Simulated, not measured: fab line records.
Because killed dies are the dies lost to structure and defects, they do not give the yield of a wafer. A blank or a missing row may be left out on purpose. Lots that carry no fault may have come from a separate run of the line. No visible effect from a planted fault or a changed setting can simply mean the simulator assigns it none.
Which tool was responsible? + flow nand-harc + Sampling: 12 lots, 36 wafers, 5 of 1159 route steps

WHAT THE GAUGES READ, wafer by wafer
NHARC_END_SORT_01.
| lot  | measured     | on        | killed-at-array | killed-at-other | killed-at-periphery | killed-dies | killed-open | killed-short |
|------|--------------|-----------|-----------------|-----------------|---------------------|-------------|-------------|--------------|
| L694 | day 19 13:40 | prober-01 | 39 34 31        | 1 0 0           | 4 7 1               | 44 41 32    | 8 7 3       | 2 0 1        |
| L693 | day 19 21:25 | prober-02 | 15 18 24        | 0 0 3           | 2 4 4               | 17 22 31    | 1 3 4       | 2 3 1        |
| L695 | day 20 05:58 | prober-02 | 35 30 41        | 0 0 1           | 2 6 3               | 37 36 45    | 2 0 4       | 1 2 4        |
| L698 | day 21 01:28 | prober-02 | 24 23 32        | 1 2 1           | 3 1 4               | 28 26 37    | 2 2 7       | 3 1 3        |
| L702 | day 21 10:03 | prober-02 | 20 11 14        | 0 1 0           | 1 1 1               | 21 13 15    | 5 3 0       | 0 1 3        |
| L701 | day 21 17:05 | prober-02 | 43 38 51        | 1 1 0           | 2 0 4               | 46 39 55    | 0 2 4       | 2 1 4        |
| L700 | day 21 11:05 | prober-01 | 28 44 46        | 0 0 3           | 2 2 4               | 30 46 53    | 1 6 4       | 1 1 2        |
| L705 | day 22 06:01 | prober-01 | 13 20 17        | 0 1 1           | 4 3 4               | 17 24 22    | 3 3 3       | 3 7 0        |
| L709 | day 24 05:12 | prober-02 | 674 28 31       | 0 1 1           | 3 0 1               | 677 29 33   | 2 1 4       | 2 1 3        |
| L713 | day 24 22:20 | prober-02 | 24 674 34       | 0 0 0           | 3 3 2               | 27 677 36   | 3 3 2       | 1 3 2        |
| L714 | day 24 18:47 | prober-01 | 50 45 55        | 1 0 1           | 7 3 7               | 58 48 63    | 2 1 7       | 1 2 2        |
| L716 | day 25 03:30 | prober-01 | 22 21 15        | 0 1 0           | 0 1 1               | 22 23 16    | 2 3 3       | 3 2 1        |

TOOL THAT RAN EACH LOT (tool first, then ch and the chambers of the sampled wafers, then the start)
| lot  | NHARC_A_CONTACT_ETCH_116             | NHARC_A_CONTACT_ETCH_120             | NHARC_A_CONTACT_ETCH_123             | NHARC_A_CONTACT_ETCH_102           |
|------|--------------------------------------|--------------------------------------|--------------------------------------|------------------------------------|
| L694 | har-cap-etch-02 ch 0,1, day 16 04:30 | har-cap-etch-02 ch 0,1, day 16 04:52 | har-cap-etch-02 ch 0,1, day 16 05:11 | rie-diel-03 ch 0,1,3, day 16 06:20 |
| L693 | har-cap-etch-01 ch 0,1, day 16 08:53 | har-cap-etch-01 ch 0,1, day 16 09:16 | har-cap-etch-01 ch 0,1, day 16 09:34 | rie-diel-03 ch 1,2, day 16 10:37   |
| L695 | har-cap-etch-02 ch 0,1, day 16 11:26 | har-cap-etch-02 ch 0,1, day 16 11:47 | har-cap-etch-02 ch 0,1, day 16 12:06 | rie-diel-04 ch 2,3, day 16 13:25   |
| L698 | har-cap-etch-02 ch 0,1, day 18 01:23 | har-cap-etch-02 ch 0,1, day 18 01:45 | har-cap-etch-02 ch 0,1, day 18 02:01 | rie-diel-03 ch 0,2,3, day 18 03:08 |
| L702 | har-cap-etch-01 ch 0,1, day 18 05:40 | har-cap-etch-01 ch 0,1, day 18 06:02 | har-cap-etch-01 ch 0,1, day 18 06:20 | rie-diel-03 ch 0,1,2, day 18 07:25 |
| L701 | har-cap-etch-03 ch 0,1, day 18 07:23 | har-cap-etch-03 ch 0,1, day 18 07:45 | har-cap-etch-03 ch 0,1, day 18 08:02 | rie-diel-03 ch 0,1,3, day 18 09:09 |
| L700 | har-cap-etch-03 ch 0,1, day 18 11:49 | har-cap-etch-03 ch 0,1, day 18 12:11 | har-cap-etch-03 ch 0,1, day 18 12:32 | rie-diel-03 ch 0,2, day 18 13:32   |
| L705 | har-cap-etch-02 ch 1, day 19 07:51   | har-cap-etch-02 ch 1, day 19 08:13   | har-cap-etch-02 ch 1, day 19 08:31   | rie-diel-01 ch 1,3, day 19 09:43   |
| L709 | har-cap-etch-01 ch 0,1, day 20 20:41 | har-cap-etch-01 ch 0,1, day 20 21:02 | har-cap-etch-01 ch 0,1, day 20 21:19 | rie-diel-03 ch 0,1,3, day 20 22:36 |
| L713 | har-cap-etch-03 ch 0,1, day 21 12:06 | har-cap-etch-03 ch 0,1, day 21 12:28 | har-cap-etch-03 ch 0,1, day 21 12:52 | rie-diel-03 ch 0,1, day 21 13:52   |
| L714 | har-cap-etch-03 ch 0,1, day 21 19:00 | har-cap-etch-03 ch 0,1, day 21 19:22 | har-cap-etch-03 ch 0,1, day 21 19:40 | rie-diel-04 ch 1,2, day 21 20:55   |
| L716 | har-cap-etch-01 ch 0,1, day 22 05:18 | har-cap-etch-01 ch 0,1, day 22 05:40 | har-cap-etch-01 ch 0,1, day 22 06:01 | rie-diel-01 ch 0,2,3, day 22 07:01 |
- NHARC_A_CONTACT_ETCH_116: etches the open film in C4F8/O2/Ar, time 94 s, target depth 922 nm.
- NHARC_A_CONTACT_ETCH_120: etches the open film in C4F8/O2/Ar, time 94 s, target depth 922 nm.
- NHARC_A_CONTACT_ETCH_123: etches the open film in C4F8/O2/Ar, time 253 s, target depth 1090 nm.
- NHARC_A_CONTACT_ETCH_102: etches the open film in CF4/O2, target depth 70 nm, overetch 7 nm, time 38.5 s.

WHAT THE TOOLS THEMSELVES READ (means of the sampled wafers that have a number; where no wafer has one, the mark that the record gives instead)
NHARC_A_CONTACT_ETCH_123.
| lot  | tool            | run-length-s (s) |
|------|-----------------|------------------|
| L694 | har-cap-etch-02 | 283.4            |
| L693 | har-cap-etch-01 | 285.0            |
| L695 | har-cap-etch-02 | 283.6            |
| L698 | har-cap-etch-02 | 283.7            |
| L702 | har-cap-etch-01 | 284.3            |
| L701 | har-cap-etch-03 | 284.0            |
| L700 | har-cap-etch-03 | 284.0            |
| L705 | har-cap-etch-02 | 283.4            |
| L709 | har-cap-etch-01 | 284.5            |
| L713 | har-cap-etch-03 | 283.9            |
| L714 | har-cap-etch-03 | 283.9            |
| L716 | har-cap-etch-01 | 284.7            |

NHARC_A_CONTACT_ETCH_102.
| lot  | tool        | drypump-motor-current-A (A) | mfc-ar-sccm (sccm) | oes-product-au (a.u.) | rf-vpp-V (V) | run-length-s (s) | showerhead-plenum-p-Torr (Torr) | throttle-valve-pct (%) |
|------|-------------|-----------------------------|--------------------|-----------------------|--------------|------------------|---------------------------------|------------------------|
| L694 | rie-diel-03 | 5.4                         | 0.000              | 0.992                 | 196.7        | 60.4             | 1.31                            | 13.398                 |
| L693 | rie-diel-03 | 5.7                         | 0.010              | 0.982                 | 198.2        | 60.1             | 1.33                            | 13.389                 |
| L695 | rie-diel-04 | 5.5                         | 0.009              | 0.990                 | 197.6        | 59.6             | 1.33                            | 13.385                 |
| L698 | rie-diel-03 | 5.7                         | 0.010              | 0.996                 | 196.1        | 60.0             | 1.27                            | 13.394                 |
| L702 | rie-diel-03 | 5.6                         | 0.010              | 0.998                 | 197.3        | 60.0             | 1.30                            | 13.407                 |
| L701 | rie-diel-03 | 5.4                         | 0.000              | 0.989                 | 197.2        | 60.3             | 1.31                            | 13.393                 |
| L700 | rie-diel-03 | 5.8                         | 0.020              | 1.007                 | 195.7        | 59.7             | 1.26                            | 13.394                 |
| L705 | rie-diel-01 | 5.2                         | 0.023              | 1.006                 | 197.8        | 59.9             | 1.36                            | 13.413                 |
| L709 | rie-diel-03 | 5.4                         | 0.000              | 0.982                 | 197.2        | 58.2             | 1.31                            | 13.394                 |
| L713 | rie-diel-03 | 5.3                         | 0.000              | 0.992                 | 198.2        | 58.3             | 1.34                            | 13.397                 |
| L714 | rie-diel-04 | 5.8                         | 0.026              | 0.996                 | 197.8        | 59.7             | 1.32                            | 13.393                 |
| L716 | rie-diel-01 | 5.7                         | 0.010              | 0.992                 | 197.5        | 60.1             | 1.32                            | 13.395                 |

THE ANSWER, worked out from the rows above alone
Rule: the lots themselves supply what counts as usual. Put in order of their means at a reading, lots are off if they are a third of the lots or fewer, leave a main group of 4 or more, and stand apart from it by a gap of 3 or more times the standard deviation of the main group's means; of several such gaps the widest counts. If all means in a main group match to the digits the tables above print for the reading, that group is not used. A lot without any number at a reading at which 4 lots or more have one is off too. The other lots that the step has rows for count as sound. After the gauges, taken in route order, come the tools' own readings; for these a lot's mean is taken, as printed above. At the first step where some lot is off, the reading lying furthest off is the one used; lots without a number count as furthest.
Off: L709, L713, at NHARC_END_SORT_01 (killed-at-array). Main group: mean 30, sd 12.
If a tool, at a process step before that reading, ran all the lots that are off and no sound lot after the first of them, it fits. The gauges at NHARC_END_SORT_01 aren't tried: what is off there is off at NHARC_A_CONTACT_ETCH_102 too, on other tools, and a gauge's error can't cause that. One fits: NHARC_A_CONTACT_ETCH_102 on rie-diel-03. A fault onset in the window from L700 (day 18 13:32, its last sound lot) to L709 (day 20 22:36, its first lot off) fits.
The tool's own readings at NHARC_A_CONTACT_ETCH_102 bear it out: on the lots that are off they differ by more than 5 times the standard deviation of the sound lots' means. run-length-s reads 58.2 s there against 60.0 s on the sound lots.

WHAT THE SIMULATOR HAD PUT IN
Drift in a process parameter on rie-diel-03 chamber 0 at NHARC_A_CONTACT_ETCH_102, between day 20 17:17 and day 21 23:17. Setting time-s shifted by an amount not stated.
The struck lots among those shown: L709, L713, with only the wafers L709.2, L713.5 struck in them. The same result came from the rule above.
